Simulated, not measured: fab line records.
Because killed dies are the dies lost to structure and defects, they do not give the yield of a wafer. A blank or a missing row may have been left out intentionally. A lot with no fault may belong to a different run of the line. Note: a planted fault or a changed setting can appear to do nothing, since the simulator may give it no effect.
A struck lot beside a sound one    flow nand harc    17 out of 1159 route steps
Sound: the wafers L644.3, L644.5, L644.6. Struck: wafer L649.4 (left out: L649.1, L649.6 of the same lot, which were not struck); the cause appears at the end.
Order at every step that has rows: each side's tool, ch and its chambers, its first start. Under that, the readings that differ: sound wafers    struck wafers    difference of the means    sigmas: that difference in standard deviations of wafers without a fault.
alike: a reading whose means differ by less than 2 such deviations, as well as words and numbers matching on both sides. not compared: withheld readings; readings where some wafer has no value; bounds like >300 that might hide an equal value; numbers whose values overlap and for which the record gives no deviation.
A row with sigmas, a row that says differs or no value, or rows on one side alone: a step with any of these is where the two part. Numbers that have no deviation but don't overlap get no sigmas and don't part them. A reading missing from all wafers of one side parts the sides only when that side holds two or more wafers.

NHARC_A_M1_INSPECT_11:
  sound on defect inspect-02, day 18 23:51; struck on defect inspect-02, day 20 18:37
  alike: raw defect count
then, 1 step without rows for these wafers: NHARC_A_M1_DESCUM_14 (chemistry O2, time 3 s).
NHARC_A_M1_ETCH_35: etches the open film in N2/H2, target depth 40 nm, overetch 12 nm, time 43.94 s.
  sound on rie diel-08 ch 0,1,2, day 19 00:07; struck on rie diel-13 ch 2, day 20 18:46
  alike: chamber pressure mTorr, drypump motor current A, oes product au, rf vpp V, showerhead plenum p Torr, throttle valve pct
  not compared: rf hours counter h
then, 1 step without rows for these wafers: NHARC_A_M1_ETCH_15 (etches the open film in C4F8/Ar, target depth 182.5 nm, time 91.2 s).
NHARC_A_M1_CD_MEAS_16:
  sound on cd sem-01, day 19 00:20; struck on cd sem-02, day 20 18:59
  alike: cd nm
then, 1 step without rows for these wafers: NHARC_A_M1_STRIP_18 (strips in N2/H2).
NHARC_A_M1_ETCH_28: etches the open film in CF4/N2, target depth 30 nm, time 72.99 s.
  sound: rie diel-13 ch 2,3; struck: rie diel-08 ch 1
  alike: chamber pressure mTorr, drypump motor current A, oes product au, rf vpp V, showerhead plenum p Torr, throttle valve pct
  not compared: rf hours counter h
then, 2 steps without rows for these wafers: NHARC_A_M1_STRIP_19 (strips in post etch residue remover, time 600 s); NHARC_A_M1_DEGAS_29 (time 60 s).
NHARC_A_M1_PRE_CLEAN_30: time 30 s.
  sound on pvd sputter-01; struck on pvd sputter-01
  alike: heater power w
NHARC_A_M1_PVD_20: deposits TaN, target thk 5 nm, time 8.06 s.
  sound on pvd sputter-01; struck on pvd sputter-01
  alike: throttle valve pct
NHARC_A_M1_PVD_21: deposits Cu, target thk 30 nm, time 20.49 s.
  sound on pvd sputter-01; struck on pvd sputter-01
  alike: throttle valve pct
NHARC_A_M1_ECD_22: material Cu, target thk 400 nm.
  sound on ecd cu-02 ch 0,1, day 19 01:37; struck on ecd cu-02 ch 0,1, day 20 20:07
then, 1 step without rows for these wafers: NHARC_A_M1_ANNEAL_31 (time 90 s).
NHARC_A_M1_CMP_23: polishes, t overpolish 20 s, target thk 154.34 nm.
  sound on cmp-04 ch 0,1, day 19 02:17; struck on cmp-02 ch 3, day 20 20:47
reading                 sound     struck  difference  sigmas
time to endpoint s (s)  30 28 33  11      -19         -6
  alike: motor current A, slurry filter dp kPa
NHARC_A_M1_THK_MEAS_24: measures by xrf.
  sound on film metro-01, day 19 02:34; struck on film metro-01, day 20 21:05
reading      sound              struck  difference  sigmas
thk nm (nm)  156.6 154.3 155.9  152.6   -3.0        -2
NHARC_END_SORT_01:
  at this point the record logs the struck wafers (prober-01 ch 0, day 22 09:53) and has no rows for the sound ones

== WHERE THEY PART ==
Last at NHARC_END_SORT_01 as far as this record goes, first at NHARC_A_M1_CMP_23.

WHY: what the simulator had put in
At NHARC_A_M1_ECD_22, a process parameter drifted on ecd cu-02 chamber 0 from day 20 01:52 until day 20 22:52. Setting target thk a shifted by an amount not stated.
